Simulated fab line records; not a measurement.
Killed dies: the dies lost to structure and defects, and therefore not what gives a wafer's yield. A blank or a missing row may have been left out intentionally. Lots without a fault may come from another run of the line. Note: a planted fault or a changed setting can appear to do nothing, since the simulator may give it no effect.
Code-filled problem report in 8D (eight disciplines) form	flow nand harc	the parts of the form that need people (team, actions taken, sign-off) are left out

== 1. WHAT IS WRONG ==
Mean of killed at periphery at NHARC_END_SORT_01: 632.0 across 2 wafers in 2 lots; on wafers with no fault it is 4.0 (standard deviation 2.6). So: +99 or more standard deviations from the usual mean.
The first sign was on wafer L472.4 at day 28 19:53, on prober-01. The record holds 6 wafers of 2 lots with a number at this step. By rule, "out" or "out of limits" means more than 4 standard deviations away from the usual mean. The rest of the wafers with a number are treated as sound.

== 2. WHAT IT IS AND WHAT IT IS NOT ==
question	is	is not
which readings at this step	killed at periphery, killed dies	killed at array, killed at other, killed open, killed short
which lots	L472, L475	-
which wafers of those lots	L472.4, L475.6	L472.5, L472.6, L475.1, L475.4
read on which gauges	prober-01	-
when	from day 28 19:53	up to then (0 sound wafers); but 4 sound wafers of L472, L475 came after

== 3. SUSPECTS, AND WHAT RULES EACH OUT ==
Counting: if a tool at a process step up to the reading ran every lot that is out, it stays a suspect. Sound lots after the first of them don't rule it out here, since some wafers of a struck lot are sound.
- the gauge at NHARC_END_SORT_01 is ruled out. All the wafers that are out were read on prober-01, but those of them that NHARC_P_CONTACT_ETCH_18 has rows for are out there too, on other tools.
- pecvd-03 at NHARC_P_CONTACT_DEP_30 (deposits SiNx, target thk 30 nm): kept. It ran every lot that is out, first L472 (day 10 00:47).
- rie diel-03 at NHARC_P_CONTACT_ETCH_18 (etches the open film in C4F8/O2/Ar, target depth 481 nm, time 240.5 s): kept. It ran every lot that is out, first L472 (day 10 02:56). Its own run length s readings are out on those wafers.
- pecvd-03, NHARC_P_CONTACT_DEP_30: wafers that are out in chamber 2, sound lot-mates in chambers 0, 1.
- rie diel-03, NHARC_P_CONTACT_ETCH_18: wafers that are out in chamber 3, sound lot-mates in chambers 0, 1, 2.
The count leaves rie diel-03 at NHARC_P_CONTACT_ETCH_18 and pecvd-03 at NHARC_P_CONTACT_DEP_30.

== 4. THE CAUSE (what the simulator had put in) ==
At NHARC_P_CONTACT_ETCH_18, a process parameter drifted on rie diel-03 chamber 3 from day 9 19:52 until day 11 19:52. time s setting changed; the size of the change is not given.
Of the 2 suspects that counting leaves, this tool is one.

== 5. THE EFFECT CHAIN, in route order ==
Each row: a reading whose mean over the struck wafers that have a number lies more than 3 standard deviations from the usual. Readings are gone through only where the record gives a usual standard deviation; hours: the median, over the lots, of the time from a lot's start at the first step in this table giving one to that lot's start at this step; sigmas: the change measured in usual standard deviations.
hours	step	reading	usual	on struck wafers	change	sigmas
0	NHARC_P_CONTACT_ETCH_18	run length s	261.7 s	197.7	-64.0	-99 or more
448	NHARC_END_SORT_01	killed at periphery	4.0	632.0	+628.0	+99 or more
448	NHARC_END_SORT_01	killed dies	66	677	+611	+24
Here are the process steps it includes:
- NHARC_P_CONTACT_ETCH_18: etches the open film in C4F8/O2/Ar, target depth 481 nm, time 240.5 s.

== 6. WHAT WOULD HAVE CAUGHT IT SOONER ==
In this record the first reading out of limits at a measuring or inspecting step was taken at day 28 19:53, 456 hours after the fault began at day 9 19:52.
Tool's own readings at NHARC_P_CONTACT_ETCH_18, run length s: out on all struck wafers the step has rows for; an alarm limit on them would have tripped on the first.
All the lots that are out (2) had begun NHARC_P_CONTACT_ETCH_18 on rie diel-03 by day 28 19:53. A hold on the tool at that time would have spared none of them.
